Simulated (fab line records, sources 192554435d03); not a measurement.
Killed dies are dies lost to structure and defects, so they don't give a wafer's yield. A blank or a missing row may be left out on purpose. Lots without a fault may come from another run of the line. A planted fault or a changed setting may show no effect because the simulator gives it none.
Split-lot experiment | flow n5_finfet | 7 lots, 39 wafers read, on a route of 1938 steps

THE SPLIT
At N5_SD_EPI_N_ETCH_16 (etches SiO2 in CHF3/O2, target depth 5 nm), the setting target_depth_a was moved away from the recipe's 50 angstrom on 15 of the 39 wafers read, by -11.6% to +8.7%. The other wafers ran this setting at the recipe's value.

The reading is taken at the split's own step.

THE READING
etch.depth_nm (the simulator's own value, which no gauge read), in nm, at N5_SD_EPI_N_ETCH_16 (etches SiO2 in CHF3/O2, target depth 5 nm). The file gives no usual value for it. The 24 wafers here that ran the recipe average 5.001 nm, standard deviation 0.073 nm.

wafer  | tool, chamber at the split | target_depth_a as run, angstrom | against the recipe | etch.depth_nm, nm | against lot-mates on the recipe
L078.1 | rie_diel-03, 1             | 50                              | recipe             | 4.857             | -
L078.2 | rie_diel-03, 3             | 50                              | recipe             | 5.118             | -
L078.3 | rie_diel-03, 0             | 50                              | recipe             | 4.978             | -
L078.4 | rie_diel-03, 1             | 50                              | recipe             | 4.872             | -
L078.5 | rie_diel-03, 0             | 50                              | recipe             | 4.912             | -
L078.6 | rie_diel-03, 3             | 50                              | recipe             | 5.117             | -
L080.1 | rie_diel-06, 1             | 50                              | recipe             | 5.005             | -
L080.2 | rie_diel-06, 0             | 50                              | recipe             | 5.022             | -
L080.4 | rie_diel-06, 0             | 50                              | recipe             | 5                 | -
L082.1 | rie_diel-06, 0             | 44.39                           | -11.2%             | 4.483             | -0.532
L082.2 | rie_diel-06, 2             | 44.39                           | -11.2%             | 4.605             | -0.410
L082.3 | rie_diel-06, 1             | 50                              | recipe             | 5.005             | -
L082.4 | rie_diel-06, 0             | 50                              | recipe             | 5.033             | -
L082.5 | rie_diel-06, 1             | 50                              | recipe             | 5.007             | -
L082.6 | rie_diel-06, 2             | 44.39                           | -11.2%             | 4.581             | -0.434
L086.1 | rie_diel-02, 1             | 54.33                           | +8.7%              | 5.414             | +0.421
L086.2 | rie_diel-02, 0             | 50                              | recipe             | 5.104             | -
L086.3 | rie_diel-02, 3             | 54.33                           | +8.7%              | 5.421             | +0.428
L086.4 | rie_diel-02, 2             | 50                              | recipe             | 4.948             | -
L086.5 | rie_diel-02, 1             | 50                              | recipe             | 4.927             | -
L086.6 | rie_diel-02, 0             | 54.33                           | +8.7%              | 5.569             | +0.576
L092.1 | rie_diel-03, 0             | 50                              | recipe             | 4.968             | -
L092.2 | rie_diel-03, 2             | 44.45                           | -11.1%             | 4.478             | -0.527
L092.3 | rie_diel-03, 1             | 44.45                           | -11.1%             | 4.522             | -0.483
L092.4 | rie_diel-03, 3             | 50                              | recipe             | 5.103             | -
L092.5 | rie_diel-03, 3             | 44.45                           | -11.1%             | 4.54              | -0.465
L092.6 | rie_diel-03, 0             | 50                              | recipe             | 4.945             | -
L093.1 | rie_diel-03, 1             | 50                              | recipe             | 5.12              | -
L093.2 | rie_diel-03, 2             | 44.22                           | -11.6%             | 4.43              | -0.599
L093.3 | rie_diel-03, 3             | 44.22                           | -11.6%             | 4.516             | -0.513
L093.4 | rie_diel-03, 0             | 50                              | recipe             | 4.976             | -
L093.5 | rie_diel-03, 2             | 50                              | recipe             | 4.99              | -
L093.6 | rie_diel-03, 3             | 44.22                           | -11.6%             | 4.537             | -0.492
L097.1 | rie_diel-02, 2             | 47.99                           | -4.0%              | 4.739             | -0.268
L097.2 | rie_diel-02, 0             | 47.99                           | -4.0%              | 4.917             | -0.090
L097.3 | rie_diel-02, 3             | 50                              | recipe             | 5.036             | -
L097.4 | rie_diel-02, 3             | 50                              | recipe             | 5.028             | -
L097.5 | rie_diel-02, 0             | 47.99                           | -4.0%              | 4.956             | -0.051
L097.6 | rie_diel-02, 2             | 50                              | recipe             | 4.956             | -

THE FIT
A straight line over all 39 wafers: etch.depth_nm changes by +0.045 nm for each +1% of target_depth_a; r = +0.96; the points scatter about the line by 0.076 nm.
The same after taking each lot's own level away (the mean of its wafers on the recipe; 39 wafers): +0.0462 nm for each +1%; r = +0.96; scatter 0.074 nm.
On that fit, the largest move of target_depth_a shifts the reading by 0.53 nm.
The lots' own levels span 4.9757 to 5.0287 nm, that is 0.7 times the standard deviation above.
So the lot-to-lot level changes the slope little: the two slopes agree.
Check: with one of the wafers moved furthest among these (-11.6%) left out of the fit, the line predicts -0.51 nm for it against its lot-mates. It came out at -0.599 nm against them.

OTHER SPLITS ON THESE WAFERS
These wafers also went through other splits before the reading. Each is held against what the fit with the lots' levels taken away leaves over:
other split on the same wafers       | wafers away from the commonest value | r with etch.depth_nm (lot level and that fit taken away)
N5_WELL_APT_IMPLANT_31 energy_kev    | 12                                   | -0.06
N5_DUMMY_GATE_ETCH_32 time_s         | 12                                   | -0.06
N5_DUMMY_GATE_ETCH_44 target_depth_a | 15                                   | +0.06

THE FILE'S OWN FIT
etch.depth_nm changes by +0.0453 nm for each +1% of target_depth_a, r = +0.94.
